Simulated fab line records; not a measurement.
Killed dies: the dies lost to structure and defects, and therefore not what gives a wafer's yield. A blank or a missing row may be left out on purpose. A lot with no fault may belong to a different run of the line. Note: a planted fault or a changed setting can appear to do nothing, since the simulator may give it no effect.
Code-filled problem report in 8D (eight disciplines) form -- flow n5-finfet -- the parts of the form that need people (team, actions taken, sign-off) are left out

1. THE ISSUE
Mean IOFF_N_LONG at N5_BEOL_M4_RC_MEAS_101: 1.27e-04 nA/um over 3 wafers in 3 lots; fault-free wafers: 5.56e-05 nA/um, standard deviation 2.4e-06. Relative to the usual mean, that is a shift of +30 standard deviations.
Earliest sighting: wafer L768.2 on prober-02 at day 13 09:17. The record holds 21 wafers of 8 lots with a number at this step. Rule for "out", or "out of limits": more than 4 standard deviations from the usual mean. The other wafers with a number count as sound.

2. WHAT IT IS; WHAT IT IS NOT
question,is,is not
which readings at this step,"IOFF_N_LONG, VT_N, VT_N_LONG, VT_N_LVT","DIBL_P, SS_N, SS_P"
which lots,"L765, L768, L770","L756, L759, L766, L775, L776"
which wafers of those lots,"L765.2, L768.2, L770.2","L765.6, L768.3, L770.6"
read on which gauges,"prober-01, prober-02",-
when,from day 13 09:17,"up to then (7 sound wafers); but 11 sound wafers of L765, L766, L770, L775, L776 came after"

3. THE SUSPECTS, EACH WITH WHAT RULES IT OUT
Counting: a tool at a process step up to the reading stays a suspect if it ran every lot that is out. Sound lots after the first of them don't rule it out here, since some wafers of a struck lot are sound.
- the gauge at N5_BEOL_M4_RC_MEAS_101 is ruled out. Those wafers that are out were read across 2 gauges (prober-01, prober-02).
- ald-metal-02 at N5_HKMG_FIN_ALD_91 (deposits TiN, target thk 1 nm, pulse time 1 s, purge time 3 s): kept. Ran every lot that is out, first one L765 (day 6 07:21); last sound lot up to then L759 (day 4 20:20).
The count leaves ald-metal-02 at N5_HKMG_FIN_ALD_91.

4. THE CAUSE (what the simulator had put in)
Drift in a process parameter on ald-metal-02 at N5_HKMG_FIN_ALD_91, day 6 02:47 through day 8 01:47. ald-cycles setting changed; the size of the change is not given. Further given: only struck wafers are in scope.
After counting, this tool was the only one left.

5. SEQUENCE OF EFFECTS, ordered by route
Each row: a reading whose mean over the struck wafers that have a number lies more than 3 standard deviations from the usual. Scope: only readings with a usual standard deviation given in the record; hours: median across lots of the time from each lot's start at the first step in this table that gives one to its start at this step; sigmas: change in usual standard deviations.
hours,step,reading,usual,on struck wafers,change,sigmas
0,N5_BEOL_M4_RC_MEAS_101,IOFF_N,0.16 nA/um,0.36,+0.20,+4.4
0,N5_BEOL_M4_RC_MEAS_101,IOFF_N_85C,3.2 nA/um,6.2,+3.0,+4.2
0,N5_BEOL_M4_RC_MEAS_101,IOFF_N_LIN,0.076 nA/um,0.174,+0.098,+6.1
0,N5_BEOL_M4_RC_MEAS_101,IOFF_N_LONG,5.56e-05 nA/um,1.27e-04,+7.16e-05,+30
0,N5_BEOL_M4_RC_MEAS_101,ION_N,674 uA/um,734,+60,+4.3
0,N5_BEOL_M4_RC_MEAS_101,VT_N,249 mV,224,-25,-6.6
0,N5_BEOL_M4_RC_MEAS_101,VT_N_LONG,274.7 mV,246.6,-28.1,-14
0,N5_BEOL_M4_RC_MEAS_101,VT_N_LVT,98 mV,71,-27,-7.1
0,N5_BEOL_M4_RC_MEAS_101,VT_P_LVT,-99 mV,-109,-10,-3.2
121,N5_PASSIVATION_PROBE_49,defect-limited-yield,90.9 %,84.0,-6.9,-4.3
121,N5_PASSIVATION_PROBE_49,killed-at-front-end,39,130,+91,+8.3
121,N5_PASSIVATION_PROBE_49,killed-dies,107,189,+82,+4.3
121,N5_PASSIVATION_PROBE_49,killed-on-rim,14,49,+35,+8.1
121,N5_PASSIVATION_PROBE_49,sort_bin_4_leakage,0.01 %,9.55,+9.54,+99 or more
121,N5_PASSIVATION_PROBE_49,sort_bin_8_speed,0.0 %,2.9,+2.9,+6.8
121,N5_PASSIVATION_PROBE_49,sort-n-pass,1072,845,-227,-11
121,N5_PASSIVATION_PROBE_49,sort-yield-pct,90.9 %,71.6,-19.3,-11
The process steps in it:
- N5_PASSIVATION_PROBE_49
Readings that are blank on the struck wafers while sound wafers have them: susceptor-temp-C at N5_HKMG_FIN_ALD_91.

6. HOW IT WOULD HAVE BEEN CAUGHT EARLIER
Counted from the fault's start at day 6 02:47, it took 175 hours until the first out-of-limits reading at a measuring or inspecting step in this record, taken at day 13 09:17.
The start of N5_HKMG_FIN_ALD_91 on ald-metal-02 came by day 13 09:17 for every one of the lots that are out (3). Tool hold at that time: it would have spared none of them.
